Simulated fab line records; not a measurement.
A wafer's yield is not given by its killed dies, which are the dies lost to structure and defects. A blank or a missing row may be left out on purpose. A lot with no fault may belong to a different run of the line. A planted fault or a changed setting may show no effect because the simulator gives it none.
Which tool was responsible? -- flow n5_finfet -- 24 lots with 72 wafers sampled at 6 steps, on a route of 1938 steps

WHAT THE GAUGES SHOWED, per wafer
No reading from a measuring or inspecting step in the record can be judged against a usual standard deviation.

WHICH TOOL RAN EACH LOT (tool, then ch and the chambers of the sampled wafers, then the start)
lot,N5_BEOL_M3_ETCHBACK_99,N5_BEOL_M3_TRENCH_ETCH_37,N5_BEOL_M3_DEGAS_44,N5_BEOL_M3_ANNEAL_87,N5_BEOL_M3_SPUTTER_90,N5_BEOL_M3_SPUTTER_94
L074,"rie_diel-06 ch 1,2,3, day 9 21:58","rie_diel-06 ch 1,2,3, day 9 22:56 or earlier","pvd_sputter-03, day 9 22:56","pvd_sputter-01, day 10 00:25","pvd_sputter-01, day 10 00:46","pvd_sputter-01, day 10 01:13"
L075,"rie_diel-05 ch 0,1, day 10 01:29","rie_diel-05 ch 0,1, day 10 02:26 or earlier","pvd_sputter-02, day 10 02:26","pvd_sputter-02, day 10 03:54","pvd_sputter-02, day 10 04:16","pvd_sputter-02, day 10 04:42"
L077,"rie_diel-05 ch 0,1,2, day 10 02:28","rie_diel-05 ch 0,1,2, day 10 04:15 or earlier","pvd_sputter-03, day 10 04:15","pvd_sputter-01, day 10 06:01","pvd_sputter-01, day 10 06:22","pvd_sputter-01, day 10 06:49"
L076,"rie_diel-06 ch 1,2,3, day 10 08:52","rie_diel-06 ch 1,2,3, day 10 09:39 or earlier","pvd_sputter-03, day 10 09:39","pvd_sputter-01, day 10 11:08","pvd_sputter-01, day 10 11:29","pvd_sputter-01, day 10 11:56"
L078,"rie_diel-06 ch 1,2,3, day 10 19:08","rie_diel-06 ch 1,2,3, day 10 20:05 or earlier","pvd_sputter-03, day 10 20:05","pvd_sputter-03, day 10 21:29","pvd_sputter-03, day 10 21:50","pvd_sputter-03, day 10 22:17"
L080,"rie_diel-05 ch 0,2,3, day 10 19:08","rie_diel-05 ch 0,2,3, day 10 20:01 or earlier","pvd_sputter-01, day 10 20:01","pvd_sputter-02, day 10 21:21","pvd_sputter-02, day 10 21:43","pvd_sputter-02, day 10 22:09"
L082,"rie_diel-05 ch 0,1,3, day 10 19:36","rie_diel-05 ch 0,1,3, day 10 20:16 or earlier","pvd_sputter-01, day 10 20:16","pvd_sputter-02, day 10 23:21","pvd_sputter-02, day 10 23:43","pvd_sputter-02, day 11 00:09"
L079,"rie_diel-06 ch 0,1,3, day 11 00:29","rie_diel-06 ch 0,1,3, day 11 01:05 or earlier","pvd_sputter-01, day 11 01:05","pvd_sputter-02, day 11 02:40","pvd_sputter-02, day 11 03:02","pvd_sputter-02, day 11 03:28"
L084,"rie_diel-02 ch 1,3, day 11 00:36","rie_diel-02 ch 1,3, day 11 01:17 or earlier","pvd_sputter-03, day 11 01:17","pvd_sputter-01, day 11 04:21","pvd_sputter-01, day 11 04:43","pvd_sputter-01, day 11 05:09"
L081,"rie_diel-05 ch 2,3, day 11 09:43","rie_diel-05 ch 2,3, day 11 10:41 or earlier","pvd_sputter-02, day 11 10:41","pvd_sputter-01, day 11 12:06","pvd_sputter-01, day 11 12:28","pvd_sputter-01, day 11 12:54"
L086,"rie_diel-02 ch 1,3, day 11 09:43","rie_diel-02 ch 1,3, day 11 10:37 or earlier","pvd_sputter-02, day 11 10:37","pvd_sputter-02, day 11 11:56","pvd_sputter-02, day 11 12:18","pvd_sputter-02, day 11 12:44"
L083,"rie_diel-02 ch 2,3, day 11 18:53","rie_diel-02 ch 2,3, day 11 20:01 or earlier","pvd_sputter-03, day 11 20:01","pvd_sputter-03, day 11 21:23","pvd_sputter-03, day 11 21:44","pvd_sputter-03, day 11 22:11"
L085,"rie_diel-06 ch 0,1,2, day 11 22:23","rie_diel-06 ch 0,1,2, day 11 23:17 or earlier","pvd_sputter-03, day 11 23:17","pvd_sputter-02, day 12 00:43","pvd_sputter-02, day 12 01:05","pvd_sputter-02, day 12 01:31"
L089,"rie_diel-02 ch 0,1,2, day 13 01:41","rie_diel-02 ch 0,1,2, day 13 02:53 or earlier","pvd_sputter-01, day 13 02:53","pvd_sputter-01, day 13 04:49","pvd_sputter-01, day 13 05:10","pvd_sputter-01, day 13 05:37"
L090,"rie_diel-02 ch 0,1,3, day 13 10:53","rie_diel-02 ch 0,1,3, day 13 12:04 or earlier","pvd_sputter-03, day 13 12:04","pvd_sputter-03, day 13 13:23","pvd_sputter-03, day 13 13:44","pvd_sputter-03, day 13 14:11"
L087,"rie_diel-05 ch 0,1, day 13 11:50","rie_diel-05 ch 0,1, day 13 12:26 or earlier","pvd_sputter-02, day 13 12:26","pvd_sputter-01, day 13 14:09","pvd_sputter-01, day 13 14:31","pvd_sputter-01, day 13 14:57"
L088,"rie_diel-02 ch 0,3, day 13 11:58","rie_diel-02 ch 0,3, day 13 12:33 or earlier","pvd_sputter-02, day 13 12:33","pvd_sputter-03, day 13 15:13","pvd_sputter-03, day 13 15:35","pvd_sputter-03, day 13 16:01"
L091,"rie_diel-02 ch 0,1,3, day 14 17:56","rie_diel-02 ch 0,1,3, day 14 18:53 or earlier","pvd_sputter-01, day 14 18:53","pvd_sputter-03, day 14 20:32","pvd_sputter-03, day 14 20:54","pvd_sputter-03, day 14 21:20"
L092,"rie_diel-06 ch 0,3, day 14 18:01","rie_diel-06 ch 0,3, day 14 18:58 or earlier","pvd_sputter-01, day 14 18:58","pvd_sputter-02, day 14 20:59","pvd_sputter-02, day 14 21:20","pvd_sputter-02, day 14 21:47"
L094,"rie_diel-06 ch 0,1,2, day 14 21:30","rie_diel-06 ch 0,1,2, day 14 22:26 or earlier","pvd_sputter-03, day 14 22:26","pvd_sputter-03, day 14 23:52","pvd_sputter-03, day 15 00:13","pvd_sputter-03, day 15 00:40"
L093,"rie_diel-05 ch 2,3, day 15 09:28","rie_diel-05 ch 2,3, day 15 10:17 or earlier","pvd_sputter-01, day 15 10:17","pvd_sputter-02, day 15 11:56","pvd_sputter-02, day 15 12:18","pvd_sputter-02, day 15 12:44"
L096,"rie_diel-02 ch 0,2,3, day 15 09:28","rie_diel-02 ch 0,2,3, day 15 10:13 or earlier","pvd_sputter-01, day 15 10:13","pvd_sputter-01, day 15 11:45","pvd_sputter-01, day 15 12:07","pvd_sputter-01, day 15 12:33"
L095,"rie_diel-02 ch 0,1,2, day 15 17:10","rie_diel-02 ch 0,1,2, day 15 17:54 or earlier","pvd_sputter-01, day 15 17:54","pvd_sputter-03, day 15 19:14","pvd_sputter-03, day 15 19:36","pvd_sputter-03, day 15 20:02"
L097,"rie_diel-02 ch 0,2,3, day 16 09:42","rie_diel-02 ch 0,2,3, day 16 10:59 or earlier","pvd_sputter-02, day 16 10:59","pvd_sputter-02, day 16 13:06","pvd_sputter-02, day 16 13:28","pvd_sputter-02, day 16 13:54"
- N5_BEOL_M3_ETCHBACK_99: etches SiO2 in CHF3, target depth 5 nm, time 10.4 s.
- N5_BEOL_M3_TRENCH_ETCH_37: etches SiOC in C4F6/O2, target depth 55.555 nm, time 29.2 s.
- N5_BEOL_M3_DEGAS_44: time 60 s.
- N5_BEOL_M3_ANNEAL_87: time 240 s.
- N5_BEOL_M3_SPUTTER_90: material Cu, target thk 4.5 nm, time 8.29 s.
- N5_BEOL_M3_SPUTTER_94: material Cu, target thk 4.5 nm, time 8.29 s.

AS READ BY THE TOOLS THEMSELVES (means over the sampled wafers that have a number; for cases with no such wafer, the mark the record gives instead)
N5_BEOL_M3_ETCHBACK_99.
lot,tool,drypump_motor_current_A (A),oes_product_au (a.u.),rf_fwd_power_W (W),rf_vpp_V (V),showerhead_plenum_p_Torr (Torr),throttle_valve_pct (%)
L074,rie_diel-06,5.7,0.83,212.7,243,2.19,16.94
L075,rie_diel-05,5.3,0.70,212.6,239,2.17,17.28
L077,rie_diel-05,5.6,0.73,212.2,241,2.18,17.19
L076,rie_diel-06,5.7,0.82,213.1,243,2.19,16.95
L078,rie_diel-06,5.7,0.82,213.0,243,2.19,16.94
L080,rie_diel-05,5.6,0.74,212.5,244,2.12,17.08
L082,rie_diel-05,5.4,0.72,212.2,242,2.11,17.19
L079,rie_diel-06,5.8,0.83,213.2,247,2.20,16.99
L084,rie_diel-02,6.2,0.80,211.2,253,2.19,17.02
L081,rie_diel-05,5.8,0.75,212.3,240,2.12,17.02
L086,rie_diel-02,6.2,0.79,211.2,253,2.19,17.03
L083,rie_diel-02,5.5,0.77,212.8,253,2.11,17.17
L085,rie_diel-06,5.6,0.75,213.5,242,2.17,17.05
L089,rie_diel-02,5.4,0.81,212.0,245,2.24,17.04
L090,rie_diel-02,5.6,0.84,211.2,253,2.19,17.11
L087,rie_diel-05,5.2,0.70,212.6,246,2.10,17.27
L088,rie_diel-02,5.1,0.90,210.8,253,2.20,17.14
L091,rie_diel-02,5.6,0.82,212.1,252,2.19,17.12
L092,rie_diel-06,6.0,0.85,211.8,246,2.18,17.15
L094,rie_diel-06,5.6,0.83,213.1,243,2.16,16.90
L093,rie_diel-05,5.8,0.72,212.7,241,2.11,17.08
L096,rie_diel-02,5.2,0.87,212.5,249,2.17,17.02
L095,rie_diel-02,5.4,0.87,212.2,246,2.23,16.93
L097,rie_diel-02,5.2,0.86,211.8,249,2.16,17.05

N5_BEOL_M3_TRENCH_ETCH_37.
lot,tool,drypump_motor_current_A (A),oes_product_au (a.u.),rf_fwd_power_W (W),rf_vpp_V (V),showerhead_plenum_p_Torr (Torr),throttle_valve_pct (%)
L074,rie_diel-06,5.7,0.82,351.4,670,2.90,20.73
L075,rie_diel-05,5.4,0.71,350.2,663,2.87,21.04
L077,rie_diel-05,5.6,0.73,350.9,665,2.88,20.97
L076,rie_diel-06,5.7,0.81,350.4,671,2.90,20.74
L078,rie_diel-06,5.7,0.82,348.9,670,2.90,20.75
L080,rie_diel-05,5.6,0.73,349.1,672,2.80,20.85
L082,rie_diel-05,5.5,0.72,348.9,668,2.79,20.93
L079,rie_diel-06,5.8,0.84,349.8,679,2.91,20.78
L084,rie_diel-02,6.2,0.79,347.3,700,2.90,20.80
L081,rie_diel-05,5.9,0.74,349.8,663,2.81,20.79
L086,rie_diel-02,6.2,0.79,348.9,700,2.90,20.82
L083,rie_diel-02,5.5,0.77,349.7,697,2.79,20.94
L085,rie_diel-06,5.6,0.74,349.5,671,2.87,20.82
L089,rie_diel-02,5.4,0.82,348.7,679,2.96,20.82
L090,rie_diel-02,5.6,0.83,348.2,699,2.90,20.91
L087,rie_diel-05,5.2,0.69,349.4,676,2.78,21.02
L088,rie_diel-02,5.1,0.90,346.9,698,2.91,20.98
L091,rie_diel-02,5.6,0.83,348.1,699,2.90,20.93
L092,rie_diel-06,6.0,0.85,348.4,680,2.88,20.96
L094,rie_diel-06,5.6,0.83,351.5,671,2.86,20.69
L093,rie_diel-05,5.9,0.72,350.2,663,2.80,20.82
L096,rie_diel-02,5.2,0.87,349.5,688,2.87,20.85
L095,rie_diel-02,5.4,0.86,348.8,679,2.95,20.74
L097,rie_diel-02,5.2,0.86,349.4,687,2.87,20.85

N5_BEOL_M3_DEGAS_44.
lot,tool,heater_power_w (W)
L074,pvd_sputter-03,320
L075,pvd_sputter-02,302
L077,pvd_sputter-03,313
L076,pvd_sputter-03,320
L078,pvd_sputter-03,318
L080,pvd_sputter-01,319
L082,pvd_sputter-01,326
L079,pvd_sputter-01,330
L084,pvd_sputter-03,303
L081,pvd_sputter-02,302
L086,pvd_sputter-02,290
L083,pvd_sputter-03,285
L085,pvd_sputter-03,299
L089,pvd_sputter-01,332
L090,pvd_sputter-03,304
L087,pvd_sputter-02,290
L088,pvd_sputter-02,292
L091,pvd_sputter-01,329
L092,pvd_sputter-01,304
L094,pvd_sputter-03,295
L093,pvd_sputter-01,337
L096,pvd_sputter-01,337
L095,pvd_sputter-01,323
L097,pvd_sputter-02,308

N5_BEOL_M3_ANNEAL_87.
lot,tool,heater_power_w (W)
L074,pvd_sputter-01,758
L075,pvd_sputter-02,781
L077,pvd_sputter-01,799
L076,pvd_sputter-01,867
L078,pvd_sputter-03,783
L080,pvd_sputter-02,750
L082,pvd_sputter-02,810
L079,pvd_sputter-02,729
L084,pvd_sputter-01,802
L081,pvd_sputter-01,831
L086,pvd_sputter-02,729
L083,pvd_sputter-03,741
L085,pvd_sputter-02,778
L089,pvd_sputter-01,859
L090,pvd_sputter-03,797
L087,pvd_sputter-01,786
L088,pvd_sputter-03,701
L091,pvd_sputter-03,722
L092,pvd_sputter-02,712
L094,pvd_sputter-03,735
L093,pvd_sputter-02,772
L096,pvd_sputter-01,795
L095,pvd_sputter-03,749
L097,pvd_sputter-02,751

N5_BEOL_M3_SPUTTER_90.
lot,tool,chuck_gas_flow_sccm (sccm),throttle_valve_pct (%)
L074,pvd_sputter-01,1.26,30.5
L075,pvd_sputter-02,1.28,29.9
L077,pvd_sputter-01,1.29,29.9
L076,pvd_sputter-01,1.27,29.6
L078,pvd_sputter-03,1.25,30.3
L080,pvd_sputter-02,1.33,29.8
L082,pvd_sputter-02,1.32,29.9
L079,pvd_sputter-02,1.25,29.5
L084,pvd_sputter-01,1.30,30.2
L081,pvd_sputter-01,1.33,30.1
L086,pvd_sputter-02,1.31,29.6
L083,pvd_sputter-03,1.18,29.5
L085,pvd_sputter-02,1.25,29.9
L089,pvd_sputter-01,1.21,29.5
L090,pvd_sputter-03,1.27,30.3
L087,pvd_sputter-01,1.25,30.7
L088,pvd_sputter-03,1.24,29.2
L091,pvd_sputter-03,1.26,29.4
L092,pvd_sputter-02,1.19,29.5
L094,pvd_sputter-03,1.18,29.9
L093,pvd_sputter-02,1.27,29.9
L096,pvd_sputter-01,1.27,30.6
L095,pvd_sputter-03,1.26,29.9
L097,pvd_sputter-02,1.22,29.9

N5_BEOL_M3_SPUTTER_94.
lot,tool,chuck_gas_flow_sccm (sccm),throttle_valve_pct (%)
L074,pvd_sputter-01,1.30,30.7
L075,pvd_sputter-02,1.28,29.8
L077,pvd_sputter-01,1.19,30.0
L076,pvd_sputter-01,1.25,29.5
L078,pvd_sputter-03,1.25,30.4
L080,pvd_sputter-02,1.25,30.0
L082,pvd_sputter-02,1.27,30.0
L079,pvd_sputter-02,1.29,29.7
L084,pvd_sputter-01,1.21,29.9
L081,pvd_sputter-01,1.28,30.2
L086,pvd_sputter-02,1.27,29.6
L083,pvd_sputter-03,1.21,29.4
L085,pvd_sputter-02,1.28,29.9
L089,pvd_sputter-01,1.26,29.5
L090,pvd_sputter-03,1.26,30.4
L087,pvd_sputter-01,1.28,30.6
L088,pvd_sputter-03,1.23,29.0
L091,pvd_sputter-03,1.22,29.7
L092,pvd_sputter-02,1.28,29.5
L094,pvd_sputter-03,1.29,29.9
L093,pvd_sputter-02,1.16,29.8
L096,pvd_sputter-01,1.23,30.8
L095,pvd_sputter-03,1.26,29.8
L097,pvd_sputter-02,1.27,29.8

THE ANSWER, worked out from the rows above alone
Rule: usual is defined by the lots themselves. Put in order of their means at a reading, lots are off if they are a third of the lots or fewer, leave a main group of 4 or more, and stand apart from it by a gap of 3 or more times the standard deviation of the main group's means; of several such gaps the widest counts. A main group is skipped when, at the precision printed for the reading in the tables above, its means are all equal. Also off: a lot with no number at a reading for which 4 or more lots have one. All remaining lots with rows at the step are treated as sound. After the gauges, taken in route order, come the tools' own readings; for these a lot's mean is taken, as printed above. At the first step where some lot is off, the reading lying furthest off is the one used; lots without a number count as furthest.
Nothing can be told from this: no lot is off at any reading shown.

WHAT THE SIMULATOR HAD INSERTED
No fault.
